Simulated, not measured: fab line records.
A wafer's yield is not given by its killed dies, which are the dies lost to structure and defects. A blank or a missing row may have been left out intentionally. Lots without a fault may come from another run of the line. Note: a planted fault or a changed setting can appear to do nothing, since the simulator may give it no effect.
Lot-split experiment    flow n5 finfet    7 lots, 21 wafers read, on a route of 1938 steps

ABOUT THE SPLIT
At N5_BEOL_M0_SAQP_COAT_08 (resist thk 90 nm), the setting spin rpm was moved away from the recipe's 1500 rpm on 8 of the 21 wafers read, by -10.9% to +7.9%. For the rest of the wafers, this setting stayed at what the recipe calls for.

FROM THE SPLIT TO THE READING: what the file shows between them, 4 steps
- N5_BEOL_M0_SAQP_EBR_10
- N5_BEOL_M0_SAQP_SOFTBAKE_09: time 60 s
- N5_BEOL_M0_SAQP_EXPOSE_11: exposes mask M0 CORE, target cd 42 nm
- N5_BEOL_M0_SAQP_PEB_12: peb time 60 s

THE READING
CAR-ArF_of_BEOL_M0_SAQP_COAT_08.thk nm (the simulator's own value, which no gauge read), in nm, at N5_BEOL_M0_SAQP_DEVELOP_13 (develop time 30 s). The file does not state a usual value for it. Average 88.1 nm, standard deviation 0.2 nm, over the 13 wafers here run with the recipe.

wafer   tool, chamber at the split  spin rpm as run, rpm  against the recipe  CAR-ArF_of_BEOL_M0_SAQP_COAT_08.thk nm, nm  against lot-mates on the recipe
L076.1  litho track-02, 0           1500                  recipe              88.2                                        -
L076.4  litho track-02, 0           1609                  +7.3%               85.4                                        -2.9
L076.6  litho track-02, 0           1500                  recipe              88.4                                        -
L079.1  litho track-04, 0           1337                  -10.9%              93                                          +5.0
L079.3  litho track-04, 0           1337                  -10.9%              93.4                                        +5.4
L079.6  litho track-04, 0           1500                  recipe              88                                          -
L080.1  litho track-05, 0           1426                  -4.9%               90.2                                        +2.2
L080.3  litho track-05, 0           1500                  recipe              88                                          -
L080.4  litho track-05, 0           1426                  -4.9%               90.6                                        +2.6
L082.2  litho track-02, 0           1500                  recipe              88.4                                        -
L082.3  litho track-02, 0           1500                  recipe              88.4                                        -
L082.5  litho track-02, 0           1500                  recipe              88.4                                        -
L086.2  litho track-05, 0           1500                  recipe              88                                          -
L086.3  litho track-05, 0           1500                  recipe              88                                          -
L086.5  litho track-05, 0           1500                  recipe              87.8                                        -
L089.2  litho track-04, 0           1500                  recipe              88                                          -
L089.6  litho track-04, 0           1500                  recipe              88                                          -
L089.4  litho track-04, 0           1400                  -6.7%               91.2                                        +3.2
L090.1  litho track-05, 0           1618                  +7.9%               84.8                                        -3.2
L090.5  litho track-05, 0           1618                  +7.9%               84.8                                        -3.2
L090.6  litho track-05, 0           1500                  recipe              88                                          -

THE FIT
A straight line over all 21 wafers: CAR-ArF_of_BEOL_M0_SAQP_COAT_08.thk nm changes by -0.443 nm for each +1% of spin rpm; r = -0.99; the points scatter about the line by 0.23 nm.
The same after taking each lot's own level away (the mean of its wafers on the recipe; 21 wafers): -0.45 nm for each +1%; r = -1.00; scatter 0.18 nm.
The reading moves by 4.9 nm for the largest change in spin rpm, on that fit.
The span of the lots' own levels, 87.93 to 88.40 nm, comes to 2.3 times the standard deviation stated above.
The two slopes agree, so the slope changes little with the lot-to-lot level.
Check: with one of the wafers moved furthest among these (-10.9%) left out of the fit, the line predicts +5 nm for it against its lot-mates. It came out at +5 nm against them.

THE WHOLE CHAIN: every reading that the file lists as answering this split, in the file's order
step                        what it does       reading                                                                                  change (the file's fit)                r (the file's)
N5_BEOL_M0_SAQP_COAT_08     resist thk 90 nm   CAR-ArF_of_BEOL_M0_SAQP_COAT_08.thk nm (the simulator's own value, which no gauge read)  -0.462 nm for each +1% of the setting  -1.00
N5_BEOL_M0_SAQP_DEVELOP_13  develop time 30 s  CAR-ArF_of_BEOL_M0_SAQP_COAT_08.thk nm (the simulator's own value, which no gauge read)  -0.451 nm for each +1% of the setting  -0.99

THE FILE'S OWN FIT
CAR-ArF_of_BEOL_M0_SAQP_COAT_08.thk nm changes by -0.451 nm for each +1% of spin rpm, r = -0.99.
